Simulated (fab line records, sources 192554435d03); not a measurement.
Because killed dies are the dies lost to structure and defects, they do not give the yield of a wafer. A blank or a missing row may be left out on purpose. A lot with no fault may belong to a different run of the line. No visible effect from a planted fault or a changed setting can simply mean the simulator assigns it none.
fab line records    flow n5_finfet    part 1 of 2: steps 1 to 19 of 26
record: lots: 5  wafers: 15  last_day: 18
route steps=1938 shown MOL_CONTACT_COAG@588
lots with no fault: from the same line, run without faults
start_h: start of the lot's first displayed wafer, in hours after the record's first day    wait_h: how many hours have passed since the lot's step before this one    " the same as in the row above    L1.1+2: several wafers, shown together as one row    - either no value or no given start    * or withheld: withheld    < > ~ a bound
route shown NAME@n: a module of which the file shows steps, and the number in the route of the first    usual: average and standard deviation across the fault-free wafers    same: alike in all rows    chamber/n: place in a boat    sites: the reading at each site    _std_site: standard deviation of those values    _edge_site: the outer-site mean with the inner-site mean subtracted    radius_mm: for every site, how far away it sits from the centre of the wafer    mask NAME#n: copy n    behind: the most recent tool/chamber to have shaped the wafer    hold: why the lot was held/for how many hours/how that ended    device: whichever transistor did not switch (one of n, p or np)    end of line: at the end of the route, the tests of the same wafers    a step with no rows: only its recipe    killed: at the first sort, the dies lost to defects and structure; wafer yield is something else    map: a wafer's dies, x killed, . not, _ none there
set.NAME: the run value of the setting; set.NAME@STEP: its run value at that earlier step    model.NAME: the simulator's own value behind a step, which no gauge read
lots at some steps of the route; a table a step, a row a wafer
services: when a tool's chamber went out of use (start_h, in hours from the record's first day, below 0 if earlier), for how many hours, and the reason
== steps ==
step: N5_MOL_CONTACT_COAG_ETCH_47
recipe: chemistry: CH3F/O2  target: SiNx  target_depth_a: 270  mask_material: SiO2  stop_on: W  over_etch_frac: 0.2  ion_energy_ev: 120  endpoint: OES-CN  pressure_mtorr: 30  source_w: 395  bias_w: 73  Ar_flow_sccm: 150  CH3F_flow_sccm: 30  O2_flow_sccm: 20  ends: end_point
usual: drypump_motor_current_A: 5.9/0.43  etch_rf_on_time_s: 31.1/0.75  oes_product_au: 0.73/0.076  rf_vpp_V: 301/5.6  showerhead_plenum_p_Torr: 2.02/0.084  throttle_valve_pct: 16.34/0.25
lot.wafer  tool         chamber  start_h  wait_h  drypump_motor_current_A  etch_rf_on_time_s  oes_product_au  rf_hours_counter_h  rf_vpp_V  showerhead_plenum_p_Torr  throttle_valve_pct
L079.3     rie_diel-04  3        132.08   0.0     5.4                      29.8               0.81            28                  293       1.95                      16.00
L079.4     "            0        "        "       6.2                      30.8               0.85            9                   302       1.96                      15.96
L079.5     "            0        "        "       6.3                      30.6               0.86            -                   301       1.96                      15.96
L082.1     rie_diel-04  0        143.89   0.0     6.3                      30.4               0.85            12                  300       1.96                      15.96
L082.5     "            0        "        "       6.3                      30.2               0.85            -                   302       1.96                      15.98
L082.6     "            3        "        "       5.3                      29.8               0.80            -                   292       1.95                      16.00
L093.1     rie_diel-04  2        215.97   0.0     6.3                      31.1               0.63            215                 300       1.89                      16.81
L093.4     "            3        "        "       5.3                      30.3               0.78            43                  292       1.95                      16.02
L093.5     "            2        "        "       6.3                      31.3               0.63            -                   301       1.89                      16.80
L094.1     rie_diel-02  0        221.95   0.0     6.4                      31.4               0.63            204                 304       1.91                      16.57
L094.2     "            1        "        "       6.2                      31.3               0.78            27                  300       2.13                      16.06
L094.6     "            0        "        "       6.4                      31.2               0.63            -                   306       1.91                      16.56
L096.2     rie_diel-03  3        229.81   0.0     5.4                      31.4               0.73            68                  307       2.10                      16.04
L096.3     "            1        "        "       5.9                      32.2               0.72            78                  295       2.04                      16.65
L096.6     "            2        "        "       5.1                      32.7               0.61            -                   306       1.98                      16.45
step: N5_MOL_CONTACT_COAG_STRIP_119
recipe: chemistry: N2/H2  time_s: 30  power_w: 1000  temp_c: 250  pressure_mtorr: withheld  n2_flow_sccm: 1750  h2_flow_sccm: 3250
usual: drypump_motor_current_A: 5.5/0.46  heater_power_w: 354/12  n2_flow_sccm: 1750/5.2  temp_c: 250.01/0.19
lot.wafer  tool             chamber  start_h  wait_h  drypump_motor_current_A  heater_power_w  n2_flow_sccm  rf_hours_counter_h  temp_c
L079.3     plasma_asher-01  1        132.18   0.1     5.8                      336             1752          -                   249.58
L079.4     "                0        "        "       4.9                      353             1756          -                   250.06
L079.5     "                0        "        "       4.9                      363             1760          -                   250.00
L082.1     plasma_asher-02  1        143.97   0.1     6.1                      361             1739          99                  249.71
L082.5     "                1        "        "       6.1                      368             1745          -                   249.90
L082.6     "                0        "        "       5.3                      365             1754          -                   250.42
L093.1     plasma_asher-01  1        216.05   0.1     5.8                      340             1747          63                  250.22
L093.4     "                1        "        "       5.8                      331             1745          -                   250.14
L093.5     "                1        "        "       5.8                      339             1743          -                   250.01
L094.1     plasma_asher-02  0        222.04   0.1     5.3                      359             1757          112                 250.02
L094.2     "                1        "        "       6.1                      368             1750          112                 250.32
L094.6     "                0        "        "       5.3                      365             1741          -                   250.12
L096.2     plasma_asher-02  0        229.89   0.1     5.3                      351             1758          115                 250.16
L096.3     "                1        "        "       6.1                      358             1749          -                   249.93
L096.6     "                0        "        "       5.2                      361             1753          -                   250.33
step: N5_MOL_CONTACT_COAG_PRECLEAN_144
recipe: chemistry: alkaline_clean  temp_c: 60  time_s: 60  do_ppb: 50
usual: temp_c: 60.02/0.13
lot.wafer  tool          chamber  start_h  wait_h  temp_c
L079.3     wet_bench-06  2        132.24   0.0     59.86
L079.4     "             7        "        "       60.07
L079.5     "             4        "        "       60.09
L082.1     wet_bench-03  3        144.06   0.1     60.01
L082.5     "             0        "        "       59.99
L082.6     "             2        "        "       60.29
L093.1     wet_bench-06  2        216.13   0.1     59.98
L093.4     "             1        "        "       60.06
L093.5     "             4        "        "       59.79
L094.1     wet_bench-03  2        222.13   0.1     60.06
L094.2     "             7        "        "       59.98
L094.6     "             3        "        "       59.98
L096.2     wet_bench-05  0        229.99   0.1     60.07
L096.3     "             4        "        "       60.22
L096.6     "             7        "        "       59.74
step: N5_MOL_CONTACT_COAG_SRD_145
recipe: dry: ipa_marangoni  time_s: 30  temp_c: 23  rinse_liquid: diw
usual: temp_c: 23.02/0.11
lot.wafer  tool          chamber  start_h  wait_h  temp_c
L079.3     wet_bench-06  2        132.26   0.0     22.82
L079.4     "             7        "        "       23.09
L079.5     "             4        "        "       23.16
L082.1     wet_bench-03  3        144.08   0.0     23.03
L082.5     "             0        "        "       23.03
L082.6     "             2        "        "       22.90
L093.1     wet_bench-06  2        216.15   0.0     23.28
L093.4     "             1        "        "       22.95
L093.5     "             4        "        "       23.02
L094.1     wet_bench-03  2        222.15   0.0     23.14
L094.2     "             7        "        "       22.94
L094.6     "             3        "        "       23.03
L096.2     wet_bench-05  0        230.01   0.0     22.94
L096.3     "             4        "        "       23.12
L096.6     "             7        "        "       23.01
step: N5_MOL_CONTACT_COAG_CD_MEAS_137
recipe: target_cd_nm: 16
usual: cd_nm: 15.9/0.39
lot.wafer  tool       chamber  start_h  wait_h  cd_nm
L079.3     cd_sem-03  -        132.31   0.0     15.8
L079.4     "          -        "        "       15.6
L079.5     "          -        "        "       15.5
L082.1     cd_sem-01  -        144.12   0.0     16.2
L082.5     "          -        "        "       16.1
L082.6     "          -        "        "       16.0
L093.1     cd_sem-02  -        216.20   0.0     15.7
L093.4     "          -        "        "       16.0
L093.5     "          -        "        "       15.9
L094.1     cd_sem-02  -        222.19   0.0     15.7
L094.2     "          -        "        "       16.0
L094.6     "          -        "        "       15.4
L096.2     cd_sem-03  -        230.05   0.0     15.8
L096.3     "          -        "        "       16.5
L096.6     "          -        "        "       16.6
step: N5_MOL_CONTACT_COAG_COAT_62
recipe: resist: SOC  temp_c: 250  time_s: 60  spin_rpm: 1500  resist_thk_nm: 60
usual: dispense_pressure_kPa: 49.8/2.4  resist_line_temp_C: 23.01/0.11
lot.wafer  tool            chamber  start_h  wait_h  dispense_pressure_kPa  resist_line_temp_C
L079.3     litho_track-04  0        132.34   0.0     50.0                   23.15
L079.4     "               0        "        "       50.0                   23.09
L079.5     "               0        "        "       50.0                   22.98
L082.1     litho_track-04  0        144.15   0.0     49.9                   22.94
L082.5     "               0        "        "       50.0                   23.10
L082.6     "               0        "        "       50.0                   23.16
L093.1     litho_track-04  0        216.23   0.0     49.9                   22.92
L093.4     "               0        "        "       50.1                   22.93
L093.5     "               0        "        "       50.0                   23.07
L094.1     litho_track-02  0        222.23   0.0     53.3                   22.97
L094.2     "               0        "        "       53.3                   23.14
L094.6     "               0        "        "       53.3                   22.94
L096.2     litho_track-01  0        230.09   0.0     47.2                   22.93
L096.3     "               0        "        "       47.1                   23.06
L096.6     "               0        "        "       47.1                   23.02
step: N5_MOL_CONTACT_COAG_COAT_63
recipe: resist: SiARC  temp_c: 220  time_s: 60  spin_rpm: 1500  resist_thk_nm: 10
usual: dispense_pressure_kPa: 49.8/2.4  resist_line_temp_C: 22.99/0.1
lot.wafer  tool            chamber  start_h  wait_h  dispense_pressure_kPa  resist_line_temp_C
L079.3     litho_track-04  0        -        -       50.0                   22.93
L079.4     "               0        "        "       49.9                   22.97
L079.5     "               0        "        "       50.0                   22.92
L082.1     litho_track-04  0        -        -       50.0                   22.96
L082.5     "               0        "        "       50.0                   23.15
L082.6     "               0        "        "       50.0                   22.95
L093.1     litho_track-04  0        -        -       50.0                   23.06
L093.4     "               0        "        "       50.0                   23.07
L093.5     "               0        "        "       50.0                   23.02
L094.1     litho_track-02  0        -        -       53.4                   23.05
L094.2     "               0        "        "       53.4                   23.13
L094.6     "               0        "        "       53.3                   23.04
L096.2     litho_track-01  0        -        -       47.2                   22.91
L096.3     "               0        "        "       47.2                   23.00
L096.6     "               0        "        "       47.2                   22.88
step: N5_MOL_CONTACT_COAG_COAT_64
recipe: resist: underlayer  temp_c: 205  time_s: 60  spin_rpm: 1500  resist_thk_nm: 10
usual: dispense_pressure_kPa: 49.8/2.4  resist_line_temp_C: 22.98/0.12
lot.wafer  tool            chamber  start_h  wait_h  dispense_pressure_kPa  resist_line_temp_C
L079.3     litho_track-04  0        -        -       50.0                   23.16
L079.4     "               0        "        "       50.0                   23.14
L079.5     "               0        "        "       50.1                   22.98
L082.1     litho_track-04  0        -        -       50.0                   22.99
L082.5     "               0        "        "       50.0                   23.02
L082.6     "               0        "        "       50.0                   22.74
L093.1     litho_track-04  0        -        -       50.0                   23.12
L093.4     "               0        "        "       50.0                   23.22
L093.5     "               0        "        "       50.0                   23.31
L094.1     litho_track-02  0        -        -       53.4                   22.85
L094.2     "               0        "        "       53.4                   22.93
L094.6     "               0        "        "       53.4                   22.94
L096.2     litho_track-01  0        -        -       47.1                   22.92
L096.3     "               0        "        "       47.2                   22.86
L096.6     "               0        "        "       47.2                   22.92
step: N5_MOL_CONTACT_COAG_COAT_34
recipe: resist: CAR-EUV  spin_rpm: 1500  resist_thk_nm: 40
usual: dispense_pressure_kPa: 49.7/2.4  resist_line_temp_C: 23.00/0.11
lot.wafer  tool            chamber  start_h  wait_h  dispense_pressure_kPa  resist_line_temp_C
L079.3     litho_track-04  0        -        -       50.0                   22.93
L079.4     "               0        "        "       50.0                   23.09
L079.5     "               0        "        "       49.9                   23.18
L082.1     litho_track-04  0        -        -       49.9                   23.10
L082.5     "               0        "        "       50.0                   22.93
L082.6     "               0        "        "       50.0                   23.02
L093.1     litho_track-04  0        -        -       50.0                   22.94
L093.4     "               0        "        "       49.9                   23.07
L093.5     "               0        "        "       50.0                   23.00
L094.1     litho_track-02  0        -        -       53.3                   22.98
L094.2     "               0        "        "       53.3                   22.99
L094.6     "               0        "        "       53.3                   22.81
L096.2     litho_track-01  0        -        -       47.1                   23.00
L096.3     "               0        "        "       47.1                   23.11
L096.6     "               0        "        "       47.1                   23.09
step: N5_MOL_CONTACT_COAG_EBR_36
recipe: solvent: PGMEA  ebr_width_mm: 1.5
usual: resist_line_temp_C: 22.98/0.11
same: ebr_width_mm: 1.5
lot.wafer  tool            chamber  start_h  wait_h  resist_line_temp_C
L079.3     litho_track-04  0        -        -       23.14
L079.4     "               0        "        "       22.88
L079.5     "               0        "        "       23.03
L082.1     litho_track-04  0        -        -       23.08
L082.5     "               0        "        "       23.04
L082.6     "               0        "        "       23.05
L093.1     litho_track-04  0        -        -       22.87
L093.4     "               0        "        "       23.00
L093.5     "               0        "        "       22.95
L094.1     litho_track-02  0        -        -       23.07
L094.2     "               0        "        "       22.89
L094.6     "               0        "        "       22.86
L096.2     litho_track-01  0        -        -       22.94
L096.3     "               0        "        "       22.83
L096.6     "               0        "        "       22.98
step: N5_MOL_CONTACT_COAG_SOFTBAKE_35
recipe: temp_c: 110  time_s: 60  resist: CAR-EUV
usual: resist_line_temp_C: 22.98/0.11
lot.wafer  tool            chamber  start_h  wait_h  resist_line_temp_C
L079.3     litho_track-04  0        -        -       22.87
L079.4     "               0        "        "       22.95
L079.5     "               0        "        "       23.10
L082.1     litho_track-04  0        -        -       22.98
L082.5     "               0        "        "       23.07
L082.6     "               0        "        "       23.04
L093.1     litho_track-04  0        -        -       23.01
L093.4     "               0        "        "       22.95
L093.5     "               0        "        "       23.02
L094.1     litho_track-02  0        -        -       23.01
L094.2     "               0        "        "       23.07
L094.6     "               0        "        "       23.09
L096.2     litho_track-01  0        -        -       22.88
L096.3     "               0        "        "       23.12
L096.6     "               0        "        "       22.90
step: N5_MOL_CONTACT_COAG_EXPOSE_37
recipe: mask_id: VD  na: 0.33  source_shape: annular  sigma_inner: 0.3  sigma_outer: 0.7  polarization: unpolarized  defocus_nm: 0  dose_mj: 62
usual: exposure_dose_mJ_cm2: 61.94/0.069
lot.wafer  tool            chamber  start_h  wait_h  mask  exposure_dose_mJ_cm2
L079.3     euv_scanner-02  0        132.50   -       VD#0  61.96
L079.4     "               0        "        "       VD#0  61.80
L079.5     "               0        "        "       VD#0  61.73
L082.1     euv_scanner-02  0        144.41   -       VD#0  61.88
L082.5     "               0        "        "       VD#0  61.83
L082.6     "               0        "        "       VD#0  61.89
L093.1     euv_scanner-01  0        216.37   -       VD#0  62.06
L093.4     "               0        "        "       VD#0  61.97
L093.5     "               0        "        "       VD#0  61.98
L094.1     euv_scanner-01  0        222.36   -       VD#0  61.93
L094.2     "               0        "        "       VD#0  61.93
L094.6     "               0        "        "       VD#0  62.02
L096.2     euv_scanner-01  0        230.23   -       VD#0  61.93
L096.3     "               0        "        "       VD#0  61.92
L096.6     "               0        "        "       VD#0  61.90
step: N5_MOL_CONTACT_COAG_PEB_38
recipe: peb_temp_c: 100  peb_time_s: 60  resist: CAR-EUV
usual: resist_line_temp_C: 22.99/0.12
lot.wafer  tool            chamber  start_h  wait_h  resist_line_temp_C
L079.3     litho_track-04  0        132.56   0.1     23.11
L079.4     "               0        "        "       22.92
L079.5     "               0        "        "       22.90
L082.1     litho_track-02  0        144.49   0.1     23.11
L082.5     "               0        "        "       23.17
L082.6     "               0        "        "       23.01
L093.1     litho_track-01  0        216.45   0.1     22.90
L093.4     "               0        "        "       22.94
L093.5     "               0        "        "       23.04
L094.1     litho_track-01  0        222.44   0.1     23.09
L094.2     "               0        "        "       23.01
L094.6     "               0        "        "       23.00
L096.2     litho_track-04  0        230.30   0.1     23.11
L096.3     "               0        "        "       23.02
L096.6     "               0        "        "       22.98
step: N5_MOL_CONTACT_COAG_DEVELOP_39
recipe: develop_time_s: 30  developer: TMAH  resist: CAR-EUV  rinse_liquid: surfactant_rinse  dry: air_spin  dev_temp_c: 23
usual: resist_line_temp_C: 22.98/0.11
lot.wafer  tool            chamber  start_h  wait_h  resist_line_temp_C
L079.3     litho_track-04  0        -        -       23.07
L079.4     "               0        "        "       22.92
L079.5     "               0        "        "       23.02
L082.1     litho_track-02  0        -        -       22.88
L082.5     "               0        "        "       22.82
L082.6     "               0        "        "       23.05
L093.1     litho_track-01  0        -        -       22.82
L093.4     "               0        "        "       23.01
L093.5     "               0        "        "       22.92
L094.1     litho_track-01  0        -        -       22.88
L094.2     "               0        "        "       22.90
L094.6     "               0        "        "       22.98
L096.2     litho_track-04  0        -        -       23.11
L096.3     "               0        "        "       23.11
L096.6     "               0        "        "       23.10
step: N5_MOL_CONTACT_COAG_CD_MEAS_40
recipe: target_cd_nm: 25.1  landing_energy_ev: 500  detector: se_inlens  polarity: opening
usual: cd_nm: 25.20/0.22
lot.wafer  tool       chamber  start_h  wait_h  cd_nm
L079.3     cd_sem-02  0        132.62   -       25.68
L079.4     "          0        "        "       25.27
L079.5     "          0        "        "       25.42
L082.1     cd_sem-03  0        144.56   -       25.30
L082.5     "          0        "        "       24.74
L082.6     "          0        "        "       25.00
L093.1     cd_sem-01  0        216.51   -       25.23
L093.4     "          0        "        "       25.35
L093.5     "          0        "        "       25.34
L094.1     cd_sem-02  0        222.51   -       25.53
L094.2     "          0        "        "       25.26
L094.6     "          0        "        "       25.10
L096.2     cd_sem-03  0        230.37   -       25.11
L096.3     "          0        "        "       25.14
L096.6     "          0        "        "       25.01
step: N5_MOL_CONTACT_COAG_OVL_MEAS_41
recipe: points_per_wafer: 522
usual: VD_OVL: 0.0/0.7
lot.wafer  tool        chamber  start_h  wait_h  VD_OVL[nm]
L079.3     overlay-01  0        132.66   0.0     0.9
L079.4     "           0        "        "       1.4
L079.5     "           0        "        "       1.5
L082.1     overlay-01  0        144.59   0.0     -0.3
L082.5     "           0        "        "       -0.2
L082.6     "           0        "        "       -0.6
L093.1     overlay-02  0        216.54   0.0     -0.2
L093.4     "           0        "        "       0.5
L093.5     "           0        "        "       0.4
L094.1     overlay-02  0        222.54   0.0     -0.6
L094.2     "           0        "        "       -1.8
L094.6     "           0        "        "       -0.5
L096.2     overlay-02  0        230.40   0.0     0.2
L096.3     "           0        "        "       0.4
L096.6     "           0        "        "       1.1
step: N5_MOL_CONTACT_COAG_INSPECT_42
recipe: mode: adi  inspect_instrument: brightfield
usual: raw_defect_count: 195/47
lot.wafer  tool               chamber  start_h  wait_h  raw_defect_count
L079.3     defect_inspect-01  -        132.71   0.0     198
L079.4     "                  -        "        "       334
L079.5     "                  -        "        "       290
L082.1     defect_inspect-02  -        144.66   0.1     180
L082.5     "                  -        "        "       203
L082.6     "                  -        "        "       181
L093.1     defect_inspect-02  -        216.60   0.1     225
L093.4     "                  -        "        "       220
L093.5     "                  -        "        "       154
L094.1     defect_inspect-01  -        222.60   0.1     178
L094.2     "                  -        "        "       154
L094.6     "                  -        "        "       232
L096.2     defect_inspect-02  -        230.46   0.0     289
L096.3     "                  -        "        "       253
L096.6     "                  -        "        "       214
step: N5_MOL_CONTACT_COAG_DESCUM_45
recipe: chemistry: O2  time_s: 7  source_power_w: 50  bias_power_w: 20  pressure_mtorr: 20  rf_frequency_hz: 2.712e+07  temp_c: 40  resist: CAR-EUV  o2_flow_sccm: 225
usual: drypump_motor_current_A: 6.0/0.41  oes_product_au: 0.81/0.084  rf_vpp_V: 243.4/1.6  showerhead_plenum_p_Torr: 2.11/0.089  temp_c: 39.99/0.1  throttle_valve_pct: 20.40/0.19
lot.wafer  tool         chamber  start_h  wait_h  drypump_motor_current_A  oes_product_au  rf_hours_counter_h  rf_vpp_V  showerhead_plenum_p_Torr  temp_c  throttle_valve_pct
L079.3     rie_diel-03  0        132.74   0.0     5.7                      0.71            217                 240.7     1.98                      39.97   20.57
L079.4     "            3        "        "       5.4                      0.87            24                  243.9     2.22                      40.01   20.12
L079.5     "            3        "        "       5.5                      0.87            -                   244.0     2.22                      39.92   20.11
L082.1     rie_diel-04  0        144.69   0.0     6.3                      0.96            13                  241.9     2.07                      39.92   20.20
L082.5     "            2        "        "       6.3                      0.71            -                   241.1     1.99                      39.95   20.88
L082.6     "            1        "        "       6.3                      0.90            -                   243.8     2.12                      40.07   20.32
L093.1     rie_diel-02  3        216.95   0.3     6.4                      0.88            52                  244.6     2.12                      39.89   20.37
L093.4     "            0        "        "       6.4                      0.72            201                 240.5     1.99                      39.93   20.61
L093.5     "            2        "        "       6.0                      0.78            -                   245.4     2.19                      40.13   20.34
L094.1     rie_diel-03  2        222.63   0.0     5.1                      0.69            217                 243.0     2.06                      39.84   20.39
L094.2     "            1        "        "       5.9                      0.82            74                  243.3     2.11                      39.86   20.61
L094.6     "            3        "        "       5.4                      0.82            -                   244.7     2.21                      39.95   20.17
L096.2     rie_diel-02  3        230.49   0.0     6.4                      0.88            59                  243.6     2.12                      39.90   20.41
L096.3     "            1        "        "       6.2                      0.87            32                  245.9     2.23                      39.97   20.23
L096.6     "            2        "        "       6.0                      0.78            -                   242.7     2.19                      39.88   20.34
step: N5_MOL_CONTACT_COAG_ETCH_65
recipe: chemistry: N2/H2  target: underlayer  target_depth_a: 130  mask_material: CAR-EUV  time_s: 10.4  ion_energy_ev: 200  pressure_mtorr: 30  source_w: 840  bias_w: 150  n2_flow_sccm: 200  h2_flow_sccm: 200  ends: cleared
usual: drypump_motor_current_A: 6.0/0.41  etch_rf_on_time_s: 10.3/0.34  n2_flow_sccm: 200.0/0.59  oes_product_au: 0.69/0.073  rf_vpp_V: 524/3.1  showerhead_plenum_p_Torr: 2.56/0.11  throttle_valve_pct: 17.85/0.22
lot.wafer  tool         chamber  start_h  wait_h  drypump_motor_current_A  etch_rf_on_time_s  n2_flow_sccm  oes_product_au  rf_hours_counter_h  rf_vpp_V  showerhead_plenum_p_Torr  throttle_valve_pct
L079.3     rie_diel-03  0        132.78   0.0     5.7                      10.4               199.1         0.61            217                 520       2.39                      18.00
L079.4     "            3        "        "       5.4                      10.5               199.7         0.75            24                  527       2.71                      17.55
L079.5     "            3        "        "       5.4                      10.5               200.3         0.76            -                   529       2.71                      17.56
L082.1     rie_diel-04  0        144.72   0.0     6.3                      10.2               199.8         0.81            13                  521       2.48                      17.45
L082.5     "            2        "        "       6.3                      10.5               199.8         0.60            -                   521       2.41                      18.24
L082.6     "            1        "        "       6.3                      10.2               198.9         0.77            -                   526       2.59                      17.76
L093.1     rie_diel-02  3        216.98   0.0     6.3                      10.3               200.9         0.75            52                  525       2.60                      17.97
L093.4     "            0        "        "       6.4                      10.5               199.7         0.60            201                 518       2.42                      18.12
L093.5     "            2        "        "       6.0                      9.6                201.3         0.68            -                   527       2.65                      17.72
L094.1     rie_diel-03  2        222.67   0.0     5.1                      10.7               199.8         0.59            217                 522       2.53                      18.13
L094.2     "            1        "        "       5.9                      10.6               199.9         0.70            74                  525       2.56                      17.92
L094.6     "            3        "        "       5.4                      10.5               199.4         0.70            -                   528       2.69                      17.63
L096.2     rie_diel-02  3        230.52   0.0     6.3                      10.4               199.8         0.73            59                  525       2.60                      17.98
L096.3     "            1        "        "       6.2                      10.3               199.3         0.76            32                  528       2.71                      17.67
L096.6     "            2        "        "       6.0                      9.7                199.5         0.68            -                   528       2.64                      17.73
